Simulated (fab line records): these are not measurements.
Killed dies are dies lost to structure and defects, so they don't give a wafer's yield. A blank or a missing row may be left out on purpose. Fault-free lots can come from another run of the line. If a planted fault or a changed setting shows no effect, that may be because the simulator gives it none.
Which tool was responsible? || flow nand_harc || 6 lots with 18 wafers sampled at 5 steps, on a route of 1302 steps

== WHAT THE GAUGES READ, wafer by wafer ==
NHARC_END_SORT_01.
{"lot": "L490", "measured": "day 30 17:01", "on": "prober-01", "killed_at_array": "171 187 194"}

== EACH LOT AND THE TOOL THAT RAN IT (in order: tool; ch and the chambers of the sampled wafers; start) ==
{"lot": "L482", "NHARC_A_SGD_CUT_ETCH_58": "rie_diel-10 ch 1,2,3, day 21 05:11", "NHARC_A_SLIT_ETCH_29": "rie_diel-08 ch 0,2,3, day 22 00:54", "NHARC_A_WL_FILL_ALD_00": "ald_hk-02 ch 1,2,3, day 22 08:11", "NHARC_A_WL_FILL_ALD_02": "ald_metal-02 ch 1,2, day 22 08:37"}
{"lot": "L492", "NHARC_A_SGD_CUT_ETCH_58": "rie_diel-04 ch 1,2,3, day 25 09:52", "NHARC_A_SLIT_ETCH_29": "rie_diel-08 ch 0,1,2, day 26 03:13", "NHARC_A_WL_FILL_ALD_00": "ald_hk-03 ch 2,3, day 26 11:29", "NHARC_A_WL_FILL_ALD_02": "ald_metal-03 ch 0,1,2, day 26 12:19"}
{"lot": "L490", "NHARC_A_SGD_CUT_ETCH_58": "rie_diel-10 ch 0,2,3, day 25 10:20", "NHARC_A_SLIT_ETCH_29": "rie_diel-11 ch 0,2, day 26 03:02", "NHARC_A_WL_FILL_ALD_00": "ald_hk-03 ch 2,3, day 26 11:09", "NHARC_A_WL_FILL_ALD_02": "ald_metal-01 ch 0,2,3, day 26 11:46"}
{"lot": "L496", "NHARC_A_SGD_CUT_ETCH_58": "rie_diel-04 ch 0,1,2, day 27 02:18", "NHARC_A_SLIT_ETCH_29": "rie_diel-11 ch 0,2,3, day 27 20:14", "NHARC_A_WL_FILL_ALD_00": "ald_hk-04 ch 0,1,3, day 28 03:24", "NHARC_A_WL_FILL_ALD_02": "ald_metal-02 ch 0,1,2, day 28 03:52"}
{"lot": "L498", "NHARC_A_SGD_CUT_ETCH_58": "rie_diel-10 ch 1,3, day 27 12:26", "NHARC_A_SLIT_ETCH_29": "rie_diel-08 ch 0,1,2, day 28 09:14", "NHARC_A_WL_FILL_ALD_00": "ald_hk-02 ch 0,3, day 28 17:25", "NHARC_A_WL_FILL_ALD_02": "ald_metal-03 ch 0,1,2, day 28 17:58"}
{"lot": "L499", "NHARC_A_SGD_CUT_ETCH_58": "rie_diel-09 ch 1,2,3, day 28 09:15", "NHARC_A_SLIT_ETCH_29": "rie_diel-07 ch 0,2,3, day 29 03:37", "NHARC_A_WL_FILL_ALD_00": "ald_hk-03 ch 1,3, day 29 09:40", "NHARC_A_WL_FILL_ALD_02": "ald_metal-01 ch 0,2,3, day 29 10:08"}
- NHARC_A_SGD_CUT_ETCH_58: etches the open film in CF4, target depth 39 nm, time 65 s.
- NHARC_A_SLIT_ETCH_29: etches the open film in CF4/O2, target depth 100 nm, overetch 10 nm, time 55 s.
- NHARC_A_WL_FILL_ALD_00: deposits Al2O3, target thk 3 nm, pulse time 3 s, ald cycles 30.
- NHARC_A_WL_FILL_ALD_02: deposits TiN, target thk 2 nm, pulse time 3 s, ald cycles 100.

== THE ANSWER, worked out from the rows above alone ==
Rule: usual is defined by the lots themselves. The widest of any qualifying gaps counts: lots, ordered by their means at a reading, are off when they make up no more than a third of the lots, leave a main group of 4 or more, and stand apart from it by 3 or more times the standard deviation of that group's means. If all means in a main group match to the digits the tables above print for the reading, that group is not used. A lot without any number at a reading at which 4 lots or more have one is off too. Where the step has rows for the other lots, those lots are counted as sound.
None of the lots is off at any reading shown; this tells nothing.

== WHAT WAS PUT IN BY THE SIMULATOR ==
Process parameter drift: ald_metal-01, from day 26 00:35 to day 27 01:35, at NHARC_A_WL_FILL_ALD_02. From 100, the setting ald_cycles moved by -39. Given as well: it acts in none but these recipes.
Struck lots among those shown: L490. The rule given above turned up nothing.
